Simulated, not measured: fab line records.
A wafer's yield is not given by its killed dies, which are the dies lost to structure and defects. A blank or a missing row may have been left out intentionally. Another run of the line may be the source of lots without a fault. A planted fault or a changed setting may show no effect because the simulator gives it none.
Matching of chambers / flow n5Finfet / N5_BEOL_M0_SAQP_CUT_ETCH_46 on rieDiel-01 has 4 sister chambers
The step etches SOC in N2/H2, target depth 135 nm, overetch 27 nm, time 202.5 s. 22 wafers are shown with their chamber, then 11 later ones without.

== WAFERS PAIRED WITH THEIR CHAMBERS ==
wafer=L074.1; chamber=2; drypumpMotorCurrentA (A)=6.3; showerheadPlenumPTorr (Torr)=2.47; throttleValvePct (%)=17.97
wafer=L074.3; chamber=3; drypumpMotorCurrentA (A)=5.4; showerheadPlenumPTorr (Torr)=2.54; throttleValvePct (%)=17.83
wafer=L074.5; chamber=0; drypumpMotorCurrentA (A)=5.7; showerheadPlenumPTorr (Torr)=2.51; throttleValvePct (%)=17.63
wafer=L075.2; chamber=0; drypumpMotorCurrentA (A)=5.7; showerheadPlenumPTorr (Torr)=2.51; throttleValvePct (%)=17.65
wafer=L075.4; chamber=3; drypumpMotorCurrentA (A)=5.4; showerheadPlenumPTorr (Torr)=2.54; throttleValvePct (%)=17.84
wafer=L075.6; chamber=3; drypumpMotorCurrentA (A)=5.5; showerheadPlenumPTorr (Torr)=2.54; throttleValvePct (%)=17.83
wafer=L078.1; chamber=3; drypumpMotorCurrentA (A)=5.4; showerheadPlenumPTorr (Torr)=2.54; throttleValvePct (%)=17.83
wafer=L078.4; chamber=0; drypumpMotorCurrentA (A)=5.7; showerheadPlenumPTorr (Torr)=2.51; throttleValvePct (%)=17.67
wafer=L078.6; chamber=2; drypumpMotorCurrentA (A)=6.3; showerheadPlenumPTorr (Torr)=2.46; throttleValvePct (%)=18.00
wafer=L079.1; chamber=1; drypumpMotorCurrentA (A)=5.5; showerheadPlenumPTorr (Torr)=2.52; throttleValvePct (%)=17.92
wafer=L079.2; chamber=2; drypumpMotorCurrentA (A)=6.3; showerheadPlenumPTorr (Torr)=2.46; throttleValvePct (%)=17.99
wafer=L079.3; chamber=3; drypumpMotorCurrentA (A)=5.4; showerheadPlenumPTorr (Torr)=2.54; throttleValvePct (%)=17.84
wafer=L084.1; chamber=3; drypumpMotorCurrentA (A)=5.4; showerheadPlenumPTorr (Torr)=2.53; throttleValvePct (%)=17.85
wafer=L084.3; chamber=2; drypumpMotorCurrentA (A)=6.3; showerheadPlenumPTorr (Torr)=2.46; throttleValvePct (%)=18.00
wafer=L084.4; chamber=1; drypumpMotorCurrentA (A)=5.5; showerheadPlenumPTorr (Torr)=2.52; throttleValvePct (%)=17.91
wafer=L087.1; chamber=2; drypumpMotorCurrentA (A)=6.3; showerheadPlenumPTorr (Torr)=2.46; throttleValvePct (%)=18.03
wafer=L087.2; chamber=3; drypumpMotorCurrentA (A)=5.4; showerheadPlenumPTorr (Torr)=2.53; throttleValvePct (%)=17.85
wafer=L087.3; chamber=1; drypumpMotorCurrentA (A)=5.5; showerheadPlenumPTorr (Torr)=2.52; throttleValvePct (%)=17.91
wafer=L088.3; chamber=1; drypumpMotorCurrentA (A)=5.5; showerheadPlenumPTorr (Torr)=2.52; throttleValvePct (%)=17.90
wafer=L088.5; chamber=3; drypumpMotorCurrentA (A)=5.4; showerheadPlenumPTorr (Torr)=2.53; throttleValvePct (%)=17.86
wafer=L088.6; chamber=2; drypumpMotorCurrentA (A)=6.3; showerheadPlenumPTorr (Torr)=2.46; throttleValvePct (%)=18.03
wafer=L090.2; chamber=2; drypumpMotorCurrentA (A)=6.2; showerheadPlenumPTorr (Torr)=2.45; throttleValvePct (%)=18.03

SIGNATURES, as means of the wafers listed above
reading=drypumpMotorCurrentA; chamber 0=5.700; chamber 1=5.500; chamber 2=6.286; chamber 3=5.413; scatter within a chamber=0.031
reading=showerheadPlenumPTorr; chamber 0=2.5100; chamber 1=2.5200; chamber 2=2.4600; chamber 3=2.5362; scatter within a chamber=0.00464
reading=throttleValvePct; chamber 0=17.6500; chamber 1=17.9100; chamber 2=18.0071; chamber 3=17.8412; scatter within a chamber=0.017
Rule: for each reading, subtract the chamber's mean from the wafer's reading, divide by that reading's scatter and square the result; add these up over the readings and take the root, which gives the wafer's distance from the chamber. The wafer belongs to the nearest chamber; if the next one is less than 2 further off, it can't be placed. The scatter: take each reading less its chamber's mean, square it, sum over the shown wafers, divide by the number of wafers less the number of chambers, and take the root.

== WAFERS MISSING THEIR CHAMBER ==
wafer=L090.4; drypumpMotorCurrentA (A)=5.4; showerheadPlenumPTorr (Torr)=2.53; throttleValvePct (%)=17.90
wafer=L090.6; drypumpMotorCurrentA (A)=5.5; showerheadPlenumPTorr (Torr)=2.51; throttleValvePct (%)=17.94
wafer=L093.1; drypumpMotorCurrentA (A)=5.4; showerheadPlenumPTorr (Torr)=2.53; throttleValvePct (%)=17.87
wafer=L093.2; drypumpMotorCurrentA (A)=5.5; showerheadPlenumPTorr (Torr)=2.51; throttleValvePct (%)=17.93
wafer=L093.3; drypumpMotorCurrentA (A)=6.3; showerheadPlenumPTorr (Torr)=2.45; throttleValvePct (%)=18.05
wafer=L095.1; drypumpMotorCurrentA (A)=6.3; showerheadPlenumPTorr (Torr)=2.45; throttleValvePct (%)=18.06
wafer=L095.3; drypumpMotorCurrentA (A)=5.5; showerheadPlenumPTorr (Torr)=2.51; throttleValvePct (%)=17.94
wafer=L095.6; drypumpMotorCurrentA (A)=5.5; showerheadPlenumPTorr (Torr)=2.51; throttleValvePct (%)=17.93
wafer=L096.2; drypumpMotorCurrentA (A)=6.3; showerheadPlenumPTorr (Torr)=2.45; throttleValvePct (%)=18.07
wafer=L096.3; drypumpMotorCurrentA (A)=5.5; showerheadPlenumPTorr (Torr)=2.51; throttleValvePct (%)=17.95
wafer=L096.6; drypumpMotorCurrentA (A)=5.4; showerheadPlenumPTorr (Torr)=2.52; throttleValvePct (%)=17.91

== THE CHAMBER EACH PASSED THROUGH ==
wafer=L090.4; from the rows above=can't be placed: 3 or 1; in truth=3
wafer=L090.6; from the rows above=1; in truth=1
wafer=L093.1; from the rows above=3; in truth=3
wafer=L093.2; from the rows above=1; in truth=1
wafer=L093.3; from the rows above=2; in truth=2
wafer=L095.1; from the rows above=2; in truth=2
wafer=L095.3; from the rows above=1; in truth=1
wafer=L095.6; from the rows above=1; in truth=1
wafer=L096.2; from the rows above=2; in truth=2
wafer=L096.3; from the rows above=1; in truth=1
wafer=L096.6; from the rows above=1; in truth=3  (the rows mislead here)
9 of 11 placed correctly. Unplaceable from these rows: 1, with the true chamber sitting among the candidates in 1. 1 placed wrongly.
